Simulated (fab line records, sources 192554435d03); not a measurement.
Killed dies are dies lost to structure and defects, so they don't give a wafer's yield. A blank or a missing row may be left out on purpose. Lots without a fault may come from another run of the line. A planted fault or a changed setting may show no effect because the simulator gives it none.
fab line records | flow n5_finfet
record lots=4 wafers=12 last_day=22
route steps=1938 shown STI_FIN_REVEAL@184 DUMMY_GATE@212 BEOL_M4@1111 PASSIVATION@1936
lots that met no fault: from a run of the same line without faults
start_h: hours from the record's first day to the start of the lot's first wafer shown | wait_h: hours since the lot's step before | " the same as in the row above | L1.1+2: a row that stands for several wafers | - no value, or no start given | * or withheld: withheld | < > ~ a bound
route shown NAME@n: a module of which the file shows steps, and the number in the route of the first | usual: mean/standard deviation of fault-free wafers | same: alike in all rows | chamber/n: place in a boat | sites: the reading at each site | _std_site: their standard deviation | _edge_site: outer sites' mean less inner sites' | radius_mm: how far each site lies from the wafer's centre | mask NAME#n: copy n | behind: the tool/chamber that last shaped the wafer | hold: why the lot was held/for how many hours/how that ended | device: the transistor (n, p or np) that didn't switch | end of line: the same wafers' tests at the end of the route | a step without rows: its recipe alone | killed: dies lost to structure and defects at the first sort, not the wafer's yield | map: a wafer's dies, x killed, . not, _ none there
set.NAME: the setting as run; set.NAME@STEP: as run at that earlier step | model.NAME: the simulator's own value behind a step, which no gauge read
lots at some steps of the route; a table a step, a row a wafer
## steps
# step N5_STI_FIN_REVEAL_ALD_14
# recipe material=Si3N4 target_thk_a=30 temp_c=400 ald_precursor_family=SiH2I2 ald_co_reactant=N2/H2-plasma pressure_torr=2
# step N5_STI_FIN_REVEAL_FCVD_FILL_01
# recipe material=SiO2_flowable target_thk_a=3120 temp_c=100 pressure_torr=0.8 rf_w=2000 time_s=512.2
# step N5_STI_FIN_REVEAL_DENSIFY_02
# recipe temp_c=650 ambient=steam time_s=1800 idle_temp_c=400 densification_p_h2o_torr=640
# step N5_STI_FIN_REVEAL_CMP_04
# recipe stop_on=Si3N4 t_overpolish_s=4 down_force_psi=2 platen_rpm=54.18 post_cmp_clean=alkaline_brush pad_velocity_m_s=1.078 target_thk_nm=131.83
# step N5_STI_FIN_REVEAL_DENSIFY_30
# recipe temp_c=* time_s=* ambient=N2 idle_temp_c=600 ramp_up_c_per_s=150 ramp_down_c_per_s=60 cool_to_c=600
# step N5_STI_FIN_REVEAL_ETCHBACK_08
# recipe chemistry=C4F6/O2 target=SiO2 target_depth_a=305 time_s=10.167 ion_energy_ev=250 pressure_mtorr=30 source_w=345 bias_w=185 Ar_flow_sccm=300 C4F6_flow_sccm=10 O2_flow_sccm=10
# step N5_STI_FIN_REVEAL_STRIP_24
# recipe chemistry=N2/H2 time_s=90 power_w=100 temp_c=40 pressure_mtorr=100 rf_frequency_hz=6e+07 bias_power_w=3 n2_flow_sccm=300 h2_flow_sccm=300
# step N5_STI_FIN_REVEAL_PRECLEAN_25
# recipe chemistry=SPM time_s=90 temp_c=120 mix=4:1
# step N5_STI_FIN_REVEAL_PRECLEAN_26
# recipe chemistry=SC1 time_s=45 temp_c=46 mix=1:2:100
# step N5_STI_FIN_REVEAL_PRECLEAN_29
# recipe chemistry=DHF time_s=30 temp_c=25 dilution=300:1
# step N5_STI_FIN_REVEAL_SRD_12
# recipe time_s=30 temp_c=23 rinse_liquid=diw dry=ipa_marangoni
# step N5_STI_FIN_REVEAL_RECESS_09
# recipe chemistry=HF/NH3 target=SiO2 afs_cycles=11 target_depth_a=425 temp_c=30 sublimation_temp_c=180 sublimation_time_s=60
# usual drypump_motor_current_A=5.2/0.43
# columns lot.wafer tool chamber start_h wait_h drypump_motor_current_A
L378.2 vapor_etch-01 1 82.89 0.0 5.8
L378.4 " 1 " " 5.8
L378.5 " 1 " " 5.8
L385.4 vapor_etch-02 0 124.88 0.6 5.2
L385.5 " 1 " " 5.1
L385.6 " 0 " " 5.2
L392.1 vapor_etch-01 1 167.85 0.0 5.8
L392.2 " 0 " " 4.8
L392.5 " 1 168.91 1.1 5.8
L393.1 vapor_etch-01 1 173.01 0.1 5.8
L393.2 " 0 " " 4.7
L393.6 " 0 174.07 1.1 4.7
# step N5_STI_FIN_REVEAL_STRIP_16
# recipe chemistry=H3PO4 material=SiNx temp_c=165 target_depth_a=238 overetch_fraction=0.4964 dry=ipa_marangoni
# step N5_STI_FIN_REVEAL_PRECLEAN_17
# recipe chemistry=NF3:NH3 afs_cycles=1 temp_c=30 time_s=20 sublimation_temp_c=180 sublimation_time_s=60 pressure_torr=3 rf_power_w=30
# step N5_STI_FIN_REVEAL_ETCH_34
# recipe chemistry=H2 mode=isotropic material=Si target=Si target_depth_a=9.7 temp_c=20 pressure_mtorr=4.5 icp_w=300 bias_w=0 h2_flow_sccm=7.5 he_flow_sccm=142.5
# step N5_STI_FIN_REVEAL_OXIDATION_31
# recipe chemistry=O2_PLASMA_REMOTE temp_c=150 time_s=20 pressure_mtorr=1000 source_power_w=2000 o2_flow_sccm=3000
# step N5_STI_FIN_REVEAL_PRECLEAN_32
# recipe chemistry=NF3:NH3 afs_cycles=1 temp_c=30 time_s=20 sublimation_temp_c=180 sublimation_time_s=60 pressure_torr=3 rf_power_w=30
# step N5_STI_FIN_REVEAL_STRIP_35
# recipe chemistry=H3PO4 material=Si3N4 temp_c=165 target_depth_a=40 time_s=39
# step N5_STI_FIN_REVEAL_SRD_21
# recipe dry=ipa_marangoni time_s=30 temp_c=23 rinse_liquid=diw
# step N5_STI_FIN_REVEAL_OXIDATION_33
# recipe chemistry=O2_PLASMA_REMOTE temp_c=150 time_s=20 pressure_mtorr=1000 source_power_w=2000 o2_flow_sccm=3000
# step N5_STI_FIN_REVEAL_CLEAN_19
# recipe chemistry=O3/DIW temp_c=25 time_s=120 o3_ppm=10
# step N5_STI_FIN_REVEAL_SRD_23
# recipe dry=ipa_marangoni time_s=30 temp_c=23 rinse_liquid=diw
# step N5_STI_FIN_REVEAL_FIN_H_MEAS_10
# usual trench_depth_nm=51.7/0.58
# columns lot.wafer tool chamber start_h wait_h trench_depth_nm
L378.2 ocd-01 - 85.59 0.0 52.1
L378.4 " - " " 52.4
L378.5 " - " " 52.0
L385.4 ocd-02 - 127.14 0.0 52.0
L385.5 " - " " 51.8
L385.6 " - " " 52.6
L392.1 ocd-02 - 170.59 0.0 50.9
L392.2 " - " " 47.2
L392.5 " - " " 51.8
L393.1 ocd-02 - 175.74 0.0 51.5
L393.2 " - " " 47.1
L393.6 " - " " 47.7
# step N5_STI_FIN_REVEAL_PRECLEAN_18
# recipe chemistry=SC2 time_s=45 temp_c=35 mix=1:1:50
# step N5_STI_FIN_REVEAL_SRD_28
# recipe dry=ipa_marangoni time_s=30 temp_c=23 rinse_liquid=diw
# step N5_DUMMY_GATE_PRECLEAN_00
# recipe chemistry=O3/DIW time_s=60 temp_c=22 o3_ppm=10
# step N5_DUMMY_GATE_SRD_01
# recipe time_s=30 temp_c=23 rinse_liquid=diw dry=ipa_marangoni
# step N5_DUMMY_GATE_ALD_02
# recipe material=SiO2 target_thk_a=20 temp_c=300 ald_precursor_family=BDEAS ald_co_reactant=O2-plasma pulse_time_s=1 pressure_torr=2
# step N5_DUMMY_GATE_CVD_03
# recipe material=a-Si target_thk_a=1500 temp_c=530 precursor=SiH4 time_s=8042
# step N5_DUMMY_GATE_PRECLEAN_46
# recipe chemistry=DIW time_s=89.5 temp_c=23
# step N5_DUMMY_GATE_SRD_47
# recipe dry_time_s=32 dry=n2_spin spin_rpm=1500
# step N5_DUMMY_GATE_CMP_04
# recipe material=a-Si post_cmp_clean=alkaline_brush
# step N5_DUMMY_GATE_HM_DEP_06
# recipe material=SiNx target_thk_a=800 precursor=DCS/NH3 temp_c=700 pressure_mtorr=300 time_s=5141
# step N5_DUMMY_GATE_PECVD_30
# recipe material=SiO2 target_thk_a=550 temp_c=400 precursor=TEOS/O2 pressure_torr=6.5 rf_w=withheld teos_flow_sccm=withheld gas=O2 flow_sccm=2650 time_s=10.8
# step N5_DUMMY_GATE_COAT_34
# recipe resist=SOC temp_c=250 time_s=60 spin_rpm=1500 resist_thk_nm=60
# step N5_DUMMY_GATE_COAT_35
# recipe resist=SiARC temp_c=220 time_s=60 spin_rpm=1500 resist_thk_nm=10
# step N5_DUMMY_GATE_COAT_28
# recipe resist=underlayer temp_c=205 time_s=60 spin_rpm=1500 resist_thk_nm=10
# step N5_DUMMY_GATE_COAT_09
# recipe resist=CAR-EUV spin_rpm=1500 resist_thk_nm=30
# step N5_BEOL_M4_RC_MEAS_101
# usual DIBL_N=36.3/1.1 DIBL_P=36.3/1.4 IOFF_N=0.155/0.019 IOFF_N_85C=3.0/0.33 IOFF_N_LIN=0.073/0.0076 IOFF_P=0.211/0.027 IOFF_P_85C=3.7/0.39 ION_N=672/8.5 ION_P=462/5.8 SS_N=71.5/0.56 SS_P=73.3/0.52 VT_N=249.9/2.5 VT_P=-249.8/2.8
# columns lot.wafer tool chamber start_h wait_h DIBL_N[mV/V] DIBL_P[mV/V] IOFF_N[nA/um] IOFF_N_85C[nA/um] IOFF_N_LIN[nA/um] IOFF_P[nA/um] IOFF_P_85C[nA/um] ION_N[uA/um] ION_P[uA/um] SS_N[mV/dec] SS_P[mV/dec] VT_N[mV] VT_P[mV]
L393.1 prober-02 0 364.38 0.0 35.9 34.7 0.147 2.9 0.070 0.209 3.7 663 460 72.1 73.2 251.5 -247.4
L393.2 " 0 " " 47.4 40.1 0.781 11.9 0.109 0.364 5.8 630 430 83.5 75.8 248.2 -247.0
L393.6 " 0 " " 46.6 39.3 0.753 11.7 0.097 0.390 6.2 629 431 85.4 77.3 250.0 -251.0
L385.4 prober-01 0 391.78 0.5 35.9 36.0 0.159 3.1 0.073 0.206 3.5 676 458 71.5 72.8 250.5 -248.7
L385.5 " 0 " " 36.1 36.5 0.168 3.2 0.080 0.222 3.8 681 466 71.4 73.5 247.5 -247.2
L385.6 " 0 " " 35.2 35.5 0.148 2.9 0.072 0.201 3.4 674 467 70.6 73.2 250.6 -250.8
L378.2 prober-02 0 399.79 0.2 37.0 38.3 0.162 3.1 0.076 0.214 3.7 675 466 71.3 73.5 246.4 -249.6
L378.4 " 0 " " 33.6 32.5 0.105 2.1 0.053 0.142 2.6 658 454 70.4 72.8 255.7 -256.8
L378.5 " 0 " " 34.7 34.7 0.118 2.4 0.058 0.173 3.1 652 458 70.4 73.1 253.0 -253.3
L392.1 prober-01 0 400.81 0.0 36.4 35.7 0.167 3.3 0.079 0.213 3.6 677 456 72.0 73.1 249.3 -249.3
L392.2 " 0 " " 44.9 40.0 0.618 9.8 0.095 0.457 6.8 624 422 83.7 78.7 250.2 -249.2
L392.5 " 0 " " 35.6 34.6 0.155 3.1 0.076 0.197 3.4 673 460 72.1 73.2 248.3 -250.5
# step N5_PASSIVATION_PROBE_49
# usual defect_limited_yield=91.4/1.2 killed_at_M0_to_M3=34/10 killed_at_M4_up=14/5.1 killed_at_contacts=12/6.4 killed_at_front_end=38/9.3 killed_at_other=4/3 killed_dies=102/15 killed_open=67/12 killed_short=33/6.9 sort_bin_4_leakage=0/0 sort_bin_5_function=5.0/0.86 sort_bin_6_memory=3.2/0.58 sort_bin_8_speed=0.00/0.0099 sort_n_pass=1078/15 sort_yield_pct=91.4/1.2
# same gross_dies=1180 killed_at_back_side=0
# columns lot.wafer tool chamber start_h wait_h defect_limited_yield[%] killed_at_M0_to_M3 killed_at_M4_up killed_at_contacts killed_at_front_end killed_at_other killed_dies killed_open killed_short sort_bin_4_leakage[%] sort_bin_5_function[%] sort_bin_6_memory[%] sort_bin_8_speed[%] sort_n_pass sort_yield_pct[%]
L393.1 prober-02 - 484.14 0.0 90.2 46 14 4 50 2 116 77 39 0 5.8 4.0 0 1064 90.2
L393.2 prober-02 - 484.19 0.1 91.4 44 15 7 36 0 102 71 25 91.02 4.7 3.4 0.25 1 0.1
L393.6 prober-02 - 484.39 0.3 91.5 38 11 14 35 2 100 65 33 90.93 4.8 3.1 0.17 5 0.4
L385.4 prober-01 - 505.39 0.2 92.4 39 11 8 29 3 90 53 35 0 4.8 2.1 0 1090 92.4
L385.5 prober-01 - 505.44 0.2 92.6 33 12 6 27 9 87 54 33 0 4.2 2.6 0 1093 92.6
L385.6 prober-01 - 505.49 0.3 93.7 30 19 4 19 2 74 45 29 0 4.0 1.9 0 1106 93.7
L392.1 prober-01 - 511.85 0.0 91.8 33 10 8 45 1 97 66 29 0 4.7 3.3 0 1083 91.8
L392.2 prober-01 - 511.90 0.1 90.9 53 15 3 35 1 107 59 46 81.86 5.7 3.0 7.54 18 1.5
L392.5 prober-01 - 512.05 0.2 90.3 57 13 7 37 0 114 75 39 0 5.5 3.9 0 1066 90.3
L378.2 prober-01 - 517.15 0.1 90.3 23 24 10 53 4 114 66 47 0 5.5 3.8 0 1066 90.3
L378.4 prober-01 - 517.25 0.2 91.7 28 14 9 47 0 98 66 32 0 4.7 3.3 0 1082 91.7
L378.5 prober-01 - 517.30 0.2 91.7 27 14 19 38 0 98 69 28 0 5.0 2.9 0 1082 91.7
# killed by level:class
L393.1 STI_FIN_REVEAL:geometric_particle:open=14 BEOL_M2:geometric_particle:open=12 BEOL_M4:geometric_particle:open=7 BEOL_M1:geometric_particle:open=6 BEOL_M3:geometric_particle:open=6 FIN_SAQP:geometric_particle:open=5 FIN_SAQP:geometric_particle:short=5 DUMMY_GATE:geometric_particle:open=5
L393.2 BEOL_M0_SAQP:geometric_particle:short=15 BEOL_M0_SAQP:geometric_particle:open=13 BEOL_M4:geometric_particle:open=9 BEOL_M1:geometric_particle:open=9 STI_FIN_REVEAL:geometric_particle:open=7 MOL_CONTACT_COAG:geometric_particle:open=7 FIN_SAQP:geometric_particle:open=6 DUMMY_GATE:geometric_particle:open=5
L393.6 STI_FIN_REVEAL:geometric_particle:open=10 MOL_CONTACT_COAG:geometric_particle:open=8 BEOL_M1:geometric_particle:open=8 BEOL_M1:geometric_particle:short=7 MOL_CONTACT_COAG:geometric_particle:short=6 DUMMY_GATE:geometric_particle:open=5 BEOL_M2:geometric_particle:open=5 BEOL_M3:geometric_particle:open=5
L385.4 BEOL_M0_SAQP:geometric_particle:short=9 MOL_CONTACT_COAG:geometric_particle:open=7 BEOL_M0_SAQP:geometric_particle:open=7 BEOL_M3:geometric_particle:open=7 FIN_SAQP:geometric_particle:short=6 STI_FIN_REVEAL:geometric_particle:open=5 FIN_SAQP:geometric_particle:open=4 DUMMY_GATE:geometric_particle:open=4
L385.5 BEOL_M0_SAQP:geometric_particle:open=10 BEOL_M0_SAQP:geometric_particle:short=7 BEOL_M2:geometric_particle:open=6 BEOL_M4:geometric_particle:open=5 FIN_SAQP:geometric_particle:open=4 FIN_SAQP:geometric_particle:short=4 STI_FIN_REVEAL:geometric_particle:open=4 MOL_CONTACT_COAG:geometric_particle:open=4
L385.6 BEOL_M2:geometric_particle:open=10 BEOL_M0_SAQP:geometric_particle:short=8 BEOL_M4:geometric_particle:open=8 FIN_SAQP:geometric_particle:short=5 GATE_CUT:geometric_particle:short=4 MOL_CONTACT_COAG:geometric_particle:open=4 BEOL_M0_SAQP:geometric_particle:open=4 BEOL_M3:geometric_particle:open=4
L392.1 STI_FIN_REVEAL:geometric_particle:open=19 BEOL_M0_SAQP:geometric_particle:short=10 BEOL_M0_SAQP:geometric_particle:open=7 MOL_CONTACT_COAG:geometric_particle:open=7 STI_FIN_REVEAL:geometric_particle:short=6 BEOL_M2:geometric_particle:open=6 FIN_SAQP:geometric_particle:open=5 BEOL_M4:geometric_particle:open=5
L392.2 BEOL_M0_SAQP:geometric_particle:short=16 BEOL_M0_SAQP:geometric_particle:open=15 STI_FIN_REVEAL:geometric_particle:open=11 BEOL_M2:geometric_particle:open=6 BEOL_M4:geometric_particle:open=6 FIN_SAQP:geometric_particle:short=5 GATE_CUT:geometric_particle:short=5 FIN_SAQP:geometric_particle:open=4
L392.5 BEOL_M0_SAQP:geometric_particle:short=18 STI_FIN_REVEAL:geometric_particle:open=15 BEOL_M0_SAQP:geometric_particle:open=11 BEOL_M1:geometric_particle:open=7 BEOL_M3:geometric_particle:open=7 BEOL_M2:geometric_particle:open=6 GATE_CUT:geometric_particle:open=5 GATE_CUT:geometric_particle:short=5
L378.2 FIN_SAQP:geometric_particle:short=23 FIN_SAQP:geometric_particle:open=13 BEOL_M2:geometric_particle:open=12 BEOL_M4:geometric_particle:short=9 MOL_CONTACT_COAG:geometric_particle:open=9 BEOL_M4:geometric_particle:open=9 BEOL_M0_SAQP:geometric_particle:open=5 STI_FIN_REVEAL:geometric_particle:open=4
L378.4 BEOL_M2:geometric_particle:open=12 STI_FIN_REVEAL:geometric_particle:open=11 FIN_SAQP:geometric_particle:short=9 MOL_CONTACT_COAG:geometric_particle:open=9 FIN_SAQP:geometric_particle:open=6 BEOL_M4:geometric_particle:open=6 GATE_CUT:geometric_particle:short=4 GATE_CUT:geometric_particle:open=4
L378.5 MOL_CONTACT_COAG:geometric_particle:open=16 BEOL_M2:geometric_particle:open=9 GATE_CUT:geometric_particle:open=8 FIN_SAQP:geometric_particle:short=6 STI_FIN_REVEAL:geometric_particle:open=6 BEOL_M3:geometric_particle:open=6 GATE_CUT:geometric_particle:short=5 BEOL_M0_SAQP:geometric_particle:open=5
# map L392.5 (x killed, . not)
_________________........x...________________
______________.................._____________
___________..x................x....__________
__________........................xx_________
________.......x........x......x..x..._______
_______.x..xx.x...x...........x..x.....______
______.........x.........x.............._____
_____.......xx...........................____
____............xx..x.....................___
___...................x......x............x__
___....x......................x............__
__..........x........................xx...x._
__.......x.x...............x.x...xx........._
_.x............x...x.............x.x..x......
_....x..xx............xx.....x..........x....
_...x..x................x.........x..........
_......x....x.............x..................
_..x......xx..x........................xx....
_.......x......................x....x..x...x.
_..x....x..xx.................xx.............
_............x.....................x.........
__...........xx........xx.x....x.......x...._
__...x.....x................x..............x_
___...........x....x............x...x......__
___.................x.......x..............__
____..x.....x..............x..............___
_____.............x.....................x____
______.................x.x..x.....x....._____
_______..x..............x..............______
________.........xx.x.....x...x......._______
__________..x.............x........._________
___________........................__________
______________..x.........x....._____________
_________________............________________
# map L393.1 (x killed, . not)
_________________............________________
______________..........x......x_____________
___________..x.....................__________
__________x.........x.......x......._________
________..........................x.xx_______
_______.................x..........x...______
______..x..............x.x...x......x..._____
_____...x.......................x........____
____.............x...................x....___
___...........x.....................xx.....__
___.............x............x.............__
__.........xxxx...x........................._
__.x....x..........x.....x.....x.x....x...x._
_x.............x.........x.x.....xxx.x.......
_......x.........x....x.........x...x........
_.x.............x..x..................x......
_......x.........x...x........x............x.
_.x...x......x.....x.........................
_.....x...............x...x..........x.x.....
_...x.........................x.........x....
_..........x............x..........x.........
__..................x...................x..._
__...........x...............x.....x....x..._
___.xx..x...x...........xx.........x.......__
___.....................x........x......x..__
____x...................x.........xx......___
_____...x.......x.............xx.........____
______..x..x........xx.................x_____
_______.x..x....x......................______
________........x......x.............x_______
__________....x................x..x._________
___________......x.................__________
______________.................._____________
_________________........xx..________________
## key
first_sign step=N5_STI_FIN_REVEAL_FIN_H_MEAS_10 reading=trench_depth_nm direction=down sigmas=7.5 usual=51.7 struck=47.3
effect step=N5_BEOL_M4_RC_MEAS_101 reading=IOFF_N direction=up sigmas=29 usual=0.155 struck=0.717
effect step=N5_BEOL_M4_RC_MEAS_101 reading=IOFF_N_85C direction=up sigmas=25 usual=3.0 struck=11.1
effect step=N5_BEOL_M4_RC_MEAS_101 reading=SS_N direction=up sigmas=23 usual=71.5 struck=84.2
effect step=N5_BEOL_M4_RC_MEAS_101 reading=DIBL_N direction=up sigmas=8.9 usual=36.3 struck=46.3
effect step=N5_BEOL_M4_RC_MEAS_101 reading=SS_P direction=up sigmas=7.8 usual=73.3 struck=77.3
effect step=N5_BEOL_M4_RC_MEAS_101 reading=IOFF_P direction=up sigmas=7 usual=0.211 struck=0.404
effect step=N5_BEOL_M4_RC_MEAS_101 reading=IOFF_P_85C direction=up sigmas=6.8 usual=3.7 struck=6.3
effect step=N5_BEOL_M4_RC_MEAS_101 reading=ION_P direction=down sigmas=5.9 usual=462 struck=428
effect step=N5_BEOL_M4_RC_MEAS_101 reading=ION_N direction=down sigmas=5.2 usual=672 struck=628
effect step=N5_BEOL_M4_RC_MEAS_101 reading=IOFF_N_LIN direction=up sigmas=3.6 usual=0.073 struck=0.101
effect step=N5_BEOL_M4_RC_MEAS_101 reading=DIBL_P direction=up sigmas=2.6 usual=36.3 struck=39.8
effect step=N5_PASSIVATION_PROBE_49 reading=sort_bin_4_leakage direction=up sigmas=99+ usual=0 struck=87.94
met_at N5_STI_FIN_REVEAL_RECESS_09
struck_wafers L392.2,L393.2,L393.6
onset_between 82.89 167.85
fault kind=process_parameter_drift tool=vapor_etch-01 chamber=- onset_h=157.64 steps=N5_STI_FIN_REVEAL_RECESS_09 channel=target_depth_a offset=-46.074 shape=step end_h=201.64 scope=struck_wafers_only acts_in=these_recipes_only stated=425
